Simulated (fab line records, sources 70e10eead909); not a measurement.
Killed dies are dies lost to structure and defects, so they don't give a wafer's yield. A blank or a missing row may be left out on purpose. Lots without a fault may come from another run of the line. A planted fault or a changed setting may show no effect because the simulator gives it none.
fab line records | flow nand_harc
record lots=12 wafers=36 last_day=34
route steps=1302 shown P_M1@310 P_M2@325 END@1302
lots that met no fault: from a run of the same line without faults
start_h: hours from the record's first day to the start of the lot's first wafer shown | wait_h: hours since the lot's step before | " the same as in the row above | L1.1+2: a row that stands for several wafers | - no value, or no start given | * or withheld: withheld | < > ~ a bound
route shown NAME@n: a module of which the file shows steps, and the number in the route of the first | usual: mean/standard deviation of fault-free wafers | same: alike in all rows | chamber/n: place in a boat | sites: the reading at each site | _std_site: their standard deviation | _edge_site: outer sites' mean less inner sites' | radius_mm: how far each site lies from the wafer's centre | mask NAME#n: copy n | behind: the tool/chamber that last shaped the wafer | hold: why the lot was held/for how many hours/how that ended | device: the transistor (n, p or np) that didn't switch | end of line: the same wafers' tests at the end of the route | a step without rows: its recipe alone | killed: dies lost to structure and defects at the first sort, not the wafer's yield | map: a wafer's dies, x killed, . not, _ none there
set.NAME: the setting as run; set.NAME@STEP: as run at that earlier step | model.NAME: the simulator's own value behind a step, which no gauge read
steps of the route over a sample of lots; a table a step, a row a wafer
services: from which hour (start_h, from the record's first day; less than 0 if before it) a tool's chamber was out of use, for how many hours, and why
## steps
# step NHARC_P_M1_ANNEAL_31
# recipe temp_c=225 time_s=90
# usual wafer_temp_C_max=226.1/0.39
# same time_s=90
# columns lot.wafer tool chamber start_h wait_h wafer_temp_C_max
L975.1 rtp_anneal-01 0 135.54 0.3 226.0
L975.4 " 0 " " 225.7
L975.6 " 0 " " 225.8
L977.3 rtp_anneal-02 0 148.05 0.3 226.3
L977.5 " 0 " " 226.6
L977.6 " 0 " " 226.8
L979.4 rtp_anneal-01 0 164.35 0.3 225.7
L979.5 " 0 " " 225.5
L979.6 " 0 " " 225.4
L986.3 rtp_anneal-02 0 239.91 - 226.2
L986.4 " 0 " " 226.4
L986.5 " 0 " " 226.1
L987.2 rtp_anneal-02 0 244.59 - 226.9
L987.5 " 0 " " 226.0
L987.6 " 0 " " 225.9
L988.1 rtp_anneal-01 0 253.89 - 225.9
L988.2 " 0 " " 226.3
L988.4 " 0 " " 226.3
L990.2 rtp_anneal-01 0 271.68 - 226.0
L990.3 " 0 " " 225.8
L990.6 " 0 " " 226.0
L989.3 rtp_anneal-02 0 272.87 0.3 226.2
L989.4 " 0 " " 226.4
L989.6 " 0 " " 226.0
L991.1 rtp_anneal-02 0 291.91 - 226.0
L991.2 " 0 " " 226.4
L991.3 " 0 " " 226.4
L992.1 rtp_anneal-02 0 299.04 - 226.7
L992.2 " 0 " " 226.6
L992.3 " 0 " " 226.4
L996.1 rtp_anneal-02 0 335.65 - 226.8
L996.2 " 0 " " 226.3
L996.3 " 0 " " 226.3
L998.2 rtp_anneal-01 0 365.07 - 225.7
L998.5 " 0 " " 225.4
L998.6 " 0 " " 225.8
# step NHARC_P_M1_THK_MEAS_24
# recipe thk_meas_gauge=xrf
# usual thk_nm=157.9/1.7
# columns lot.wafer tool chamber start_h wait_h thk_nm
L975.1 film_metro-02 - 136.20 - 156.0
L975.4 " - " " 154.9
L975.6 " - " " 157.7
L977.3 film_metro-01 - 148.60 - 156.4
L977.5 " - " " 158.4
L977.6 " - " " 156.7
L979.4 film_metro-02 - 164.85 - 157.8
L979.5 " - " " 157.4
L979.6 " - " " 156.5
L986.3 film_metro-01 - 240.47 - 160.6
L986.4 " - " " 158.2
L986.5 " - " " 156.6
L987.2 film_metro-02 - 245.19 - 159.4
L987.5 " - " " 159.3
L987.6 " - " " 157.7
L988.1 film_metro-02 - 254.55 - 157.2
L988.2 " - " " 157.4
L988.4 " - " " 159.2
L990.2 film_metro-02 - 272.29 - 156.0
L990.3 " - " " 157.2
L990.6 " - " " 156.4
L989.3 film_metro-01 - 273.43 - 160.0
L989.4 " - " " 161.1
L989.6 " - " " 161.2
L991.1 film_metro-02 - 292.57 - 157.3
L991.2 " - " " 159.4
L991.3 " - " " 155.6
L992.1 film_metro-01 - 299.70 - 157.9
L992.2 " - " " 157.7
L992.3 " - " " 157.9
L996.1 film_metro-02 - 336.32 - 159.8
L996.2 " - " " 153.3
L996.3 " - " " 157.5
L998.2 film_metro-02 - 365.67 - 159.0
L998.5 " - " " 158.5
L998.6 " - " " 158.0
# step NHARC_P_M2_EXPOSE_06
# recipe na=1.35 target_cd_nm=170 dose_mj=80.78 mask_id=P_M2
# usual exposure_dose_mJ_cm2=80.69/0.1
# columns lot.wafer tool chamber start_h wait_h mask exposure_dose_mJ_cm2
L975.1 arfi_scanner-02 0 137.47 - P_M2#0 80.73
L975.4 " 0 " " P_M2#0 80.67
L975.6 " 0 " " P_M2#0 80.65
L977.3 arfi_scanner-02 0 150.02 - P_M2#0 80.58
L977.5 " 0 " " P_M2#0 80.75
L977.6 " 0 " " P_M2#0 80.65
L979.4 arfi_scanner-02 0 166.31 - P_M2#0 80.58
L979.5 " 0 " " P_M2#0 80.62
L979.6 " 0 " " P_M2#0 80.44
L986.3 arfi_scanner-02 0 241.76 - P_M2#0 96.45
L986.4 " 0 " " P_M2#0 96.58
L986.5 " 0 " " P_M2#0 96.56
L987.2 arfi_scanner-03 0 246.60 - P_M2#0 80.73
L987.5 " 0 " " P_M2#0 80.85
L987.6 " 0 " " P_M2#0 80.59
L988.1 arfi_scanner-02 0 255.96 - P_M2#0 93.30
L988.2 " 0 " " P_M2#0 93.34
L988.4 " 0 " " P_M2#0 93.46
L990.2 arfi_scanner-01 0 273.70 - P_M2#0 80.83
L990.3 " 0 " " P_M2#0 80.76
L990.6 " 0 " " P_M2#0 80.76
L989.3 arfi_scanner-02 0 274.84 - P_M2#0 90.73
L989.4 " 0 " " P_M2#0 90.84
L989.6 " 0 " " P_M2#0 90.73
L991.1 arfi_scanner-01 0 293.99 - P_M2#0 80.76
L991.2 " 0 " " P_M2#0 80.86
L991.3 " 0 " " P_M2#0 80.73
L992.1 arfi_scanner-02 0 301.12 - P_M2#0 88.84
L992.2 " 0 " " P_M2#0 88.64
L992.3 " 0 " " P_M2#0 88.80
L996.1 arfi_scanner-01 0 337.73 - P_M2#0 80.64
L996.2 " 0 " " P_M2#0 80.78
L996.3 " 0 " " P_M2#0 80.81
L998.2 arfi_scanner-01 0 366.97 - P_M2#0 80.83
L998.5 " 0 " " P_M2#0 80.79
L998.6 " 0 " " P_M2#0 80.91
# step NHARC_P_M2_CD_MEAS_09
# recipe target_cd_nm=170 landing_energy_ev=500
# usual cd_nm=170.1/0.85
# columns lot.wafer tool chamber start_h wait_h cd_nm
L975.1 cd_sem-01 0 137.61 - 170.0
L975.4 " 0 " " 169.1
L975.6 " 0 " " 170.4
L977.3 cd_sem-03 0 150.16 - 170.3
L977.5 " 0 " " 169.6
L977.6 " 0 " " 170.1
L979.4 cd_sem-03 0 166.45 - 168.4
L979.5 " 0 " " 169.2
L979.6 " 0 " " 169.1
L986.3 cd_sem-01 0 241.90 - 179.1
L986.4 " 0 " " 179.3
L986.5 " 0 " " 180.5
L987.2 cd_sem-02 0 246.74 - 170.8
L987.5 " 0 " " 171.8
L987.6 " 0 " " 171.2
L988.1 cd_sem-03 0 256.10 - 180.2
L988.2 " 0 " " 178.4
L988.4 " 0 " " 177.5
L990.2 cd_sem-03 0 273.84 - 169.3
L990.3 " 0 " " 168.1
L990.6 " 0 " " 169.7
L989.3 cd_sem-01 0 274.98 - 177.0
L989.4 " 0 " " 176.4
L989.6 " 0 " " 176.9
L991.1 cd_sem-03 0 294.13 - 169.5
L991.2 " 0 " " 170.4
L991.3 " 0 " " 171.0
L992.1 cd_sem-02 0 301.26 - 174.9
L992.2 " 0 " " 175.1
L992.3 " 0 " " 176.6
L996.1 cd_sem-03 0 337.87 - 169.7
L996.2 " 0 " " 171.6
L996.3 " 0 " " 170.2
L998.2 cd_sem-03 0 367.11 - 171.1
L998.5 " 0 " " 170.6
L998.6 " 0 " " 170.2
# step NHARC_P_M2_ETCH_35
# recipe target_depth_a=400 overetch_a=120 time_s=43.94 ion_energy_ev=200 n2_flow_sccm=150 h2_flow_sccm=150 ar_flow_sccm=0 rf_w=400 bias_w=150 chemistry=N2/H2
# usual chamber_pressure_mTorr=30.002/0.029 drypump_motor_current_A=5.70/0.28 n2_flow_sccm=150.0/0.45 oes_product_au=0.995/0.015 rf_vpp_V=430.6/2 showerhead_plenum_p_Torr=2.04/0.066 throttle_valve_pct=14.171/0.009
# same time_s=43.94
# columns lot.wafer tool chamber start_h wait_h chamber_pressure_mTorr drypump_motor_current_A n2_flow_sccm oes_product_au rf_hours_counter_h rf_vpp_V showerhead_plenum_p_Torr throttle_valve_pct
L975.1 rie_diel-05 3 137.88 0.1 30.013 5.63 149.3 1.009 2 429.2 2.06 14.170
L975.4 " 0 " " 30.001 5.92 150.7 0.993 2 431.7 2.07 14.185
L975.6 " 0 " " 29.990 5.92 150.4 0.990 - 431.2 2.07 14.172
L977.3 rie_diel-13 0 150.43 0.1 29.980 6.20 150.3 1.015 6 430.9 2.09 14.165
L977.6 " 0 " " 29.998 6.23 149.7 1.016 - 431.7 2.09 14.168
L977.5 " 1 " " 29.964 5.76 150.3 1.005 - 429.8 2.00 14.176
L979.4 rie_diel-01 1 166.73 0.1 30.037 5.48 149.7 1.016 11 430.8 2.05 14.183
L979.6 " 2 " " 29.981 5.45 149.9 0.987 - 431.6 2.13 14.149
L979.5 " 3 " " 29.967 6.21 149.6 1.009 - 428.6 1.93 14.178
L986.3 rie_diel-13 3 242.18 0.1 30.014 5.39 150.1 0.964 4 433.8 2.14 14.195
L986.4 " 3 " " 30.008 5.38 150.0 0.962 - 434.1 2.14 14.167
L986.5 " 2 " " 30.008 5.95 149.1 0.997 - 427.3 1.93 14.166
L987.2 rie_diel-05 2 247.04 0.1 29.941 5.72 148.9 0.993 0 430.6 2.05 14.163
L987.5 " 3 " " 30.056 5.62 151.0 0.981 - 430.6 2.06 14.168
L987.6 " 2 " " 30.021 5.69 149.6 0.999 - 431.0 2.05 14.160
L988.4 rie_diel-05 1 256.38 0.1 30.005 5.30 149.8 0.978 1 433.0 2.11 14.180
L988.1 " 2 " " 29.975 5.71 150.4 0.988 1 430.3 2.05 14.163
L988.2 " 3 " " 29.970 5.64 149.9 0.987 1 430.8 2.06 14.179
L990.3 rie_diel-05 1 274.11 0.1 30.004 5.30 150.5 0.975 3 433.0 2.11 14.171
L990.2 " 2 " " 30.022 5.74 149.6 0.977 3 431.7 2.05 14.170
L990.6 " 1 " " 30.010 5.29 150.0 0.966 - 432.5 2.11 14.169
L989.4 rie_diel-01 1 275.25 0.1 30.019 5.41 150.5 0.988 3 430.1 2.05 14.176
L989.3 " 3 " " 30.001 6.21 149.8 1.031 3 429.1 1.93 14.176
L989.6 " 1 " " 29.978 5.40 149.9 0.973 - 430.2 2.05 14.164
L991.1 rie_diel-05 0 294.40 0.1 30.041 5.88 150.1 0.979 3 431.1 2.07 14.183
L991.3 " 1 " " 30.009 5.28 149.4 0.978 3 432.4 2.11 14.163
L991.2 " 2 " " 29.997 5.74 150.2 0.978 4 431.0 2.05 14.172
L992.1 rie_diel-01 1 301.54 0.1 29.971 5.40 150.2 0.975 5 431.7 2.05 14.186
L992.2 " 2 " " 30.029 5.45 149.7 0.969 4 434.2 2.13 14.160
L992.3 " 3 " " 29.976 6.23 150.4 1.019 4 426.1 1.93 14.177
L996.3 rie_diel-01 1 338.14 0.1 29.996 5.45 150.0 0.981 8 430.8 2.05 14.176
L996.1 " 3 " " 29.952 6.18 149.9 1.009 5 426.9 1.93 14.173
L996.2 " 0 " " 30.011 5.72 149.7 0.985 8 428.7 1.97 14.168
L998.2 rie_diel-05 0 367.38 0.1 30.054 5.88 149.9 1.001 9 430.4 2.07 14.172
L998.6 " 3 " " 30.007 5.63 150.2 1.005 - 431.1 2.06 14.172
L998.5 " 0 " " 30.003 5.90 149.5 1.000 - 432.2 2.07 14.169
# step NHARC_END_SORT_01
# recipe temp_c=25
# usual defect_limited_yield=91.1/2.8 killed_at_array=55/19 killed_at_other=0.9/1.4 killed_at_periphery=3.8/2.9 killed_dies=60/19 killed_open=3.3/1.8 killed_short=2.6/1.6
# same gross_dies=677
# columns lot.wafer tool chamber start_h wait_h defect_limited_yield[%] killed_at_array killed_at_other killed_at_periphery killed_dies killed_open killed_short
L992.1 prober-02 0 735.02 2.5 93.8 36 4 2 42 2 2
L992.2 prober-02 0 735.82 2.8 93.1 45 0 2 47 1 3
L992.3 prober-02 0 736.61 3.1 93.8 39 1 2 42 1 3
# killed by level:class
L992.1 A_CHANNEL_HOLE_D2:chamber_film_flake=13 A_CHANNEL_HOLE_D1:chamber_film_flake=7 A_SLIT:chamber_film_flake=5 THIN_TSV:chamber_film_flake=4 A_STAIRCASE:chamber_film_flake=3 A_WL_FILL:geometric_particle:short=2 P_ZERO_WELL:chamber_film_flake=2 A_DECK1_JOINT:geometric_particle:open=1
L992.2 A_CHANNEL_HOLE_D2:chamber_film_flake=25 A_CHANNEL_HOLE_D1:chamber_film_flake=6 A_SLIT:chamber_film_flake=4 A_WL_FILL:geometric_particle:short=2 A_CONTACT:chamber_film_flake=2 A_CHANNEL_FILL_D1:geometric_particle:short=1 A_DECK1_JOINT:geometric_particle:open=1 P_ZERO_WELL:chamber_film_flake=1
L992.3 A_CHANNEL_HOLE_D2:chamber_film_flake=13 A_CHANNEL_HOLE_D1:chamber_film_flake=8 A_SLIT:chamber_film_flake=7 A_CHANNEL_FILL_D1:chamber_film_flake=2 A_STAIRCASE:chamber_film_flake=2 P_CONTACT:geometric_particle:open=1 A_CHANNEL_FILL_D1:geometric_particle:short=1 A_ONON_D2:geometric_particle:short=1
## services
# columns tool chamber start_h hours kind
rie_diel-01 1 117.23 4.0 repair
rie_diel-05 0 124.24 5.2 repair
rie_diel-13 2 126.43 9.0 repair
rie_diel-01 2 139.04 7.3 repair
arfi_scanner-02 - 140.00 4.0 pm
rie_diel-05 2 157.39 2.0 repair
rie_diel-13 - 165.00 9.0 pm
arfi_scanner-01 - 177.54 32.0 repair
rie_diel-01 - 203.80 9.0 pm
arfi_scanner-02 - 205.74 3.0 repair
arfi_scanner-02 - 223.96 1.9 repair
rie_diel-05 - 229.60 9.0 pm
rie_diel-13 0 229.93 25.6 repair
rie_diel-01 - 233.51 2.1 repair
rie_diel-05 1 242.36 7.3 repair
arfi_scanner-02 - 248.59 0.8 repair
rie_diel-05 - 250.50 0.3 repair
arfi_scanner-01 - 252.00 4.0 pm
rie_diel-13 0 258.43 4.5 repair
rie_diel-13 0 270.06 1.5 repair
arfi_scanner-02 - 312.00 4.0 pm
rie_diel-01 3 324.84 8.7 repair
arfi_scanner-02 - 338.62 0.8 repair
rie_diel-01 1 359.30 1.2 repair
## key
first_sign step=NHARC_P_M2_EXPOSE_06 reading=exposure_dose_mJ_cm2 direction=up sigmas=99+ usual=80.69 struck=92.36
effect step=NHARC_P_M2_CD_MEAS_09 reading=cd_nm direction=up sigmas=8.9 usual=170.1 struck=177.6 through=control_loop
met_at NHARC_P_M2_EXPOSE_06
struck_lots L986,L988,L989,L992
loop_trim step=NHARC_P_M2_EXPOSE_06 setting=dose lots=L988,L989,L992
not_acting_at NHARC_P_M1_ANNEAL_31,NHARC_P_M1_THK_MEAS_24,NHARC_P_M2_ETCH_35
onset_between 166.31 241.76
fault kind=process_parameter_drift tool=arfi_scanner-02 chamber=- onset_h=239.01 steps=NHARC_P_M2_EXPOSE_06 channel=dose_mj offset=15.885 shape=step acts_in=these_recipes_only stated=80.78
# loop_trim: a control loop set the setting to another value than it would have without faults
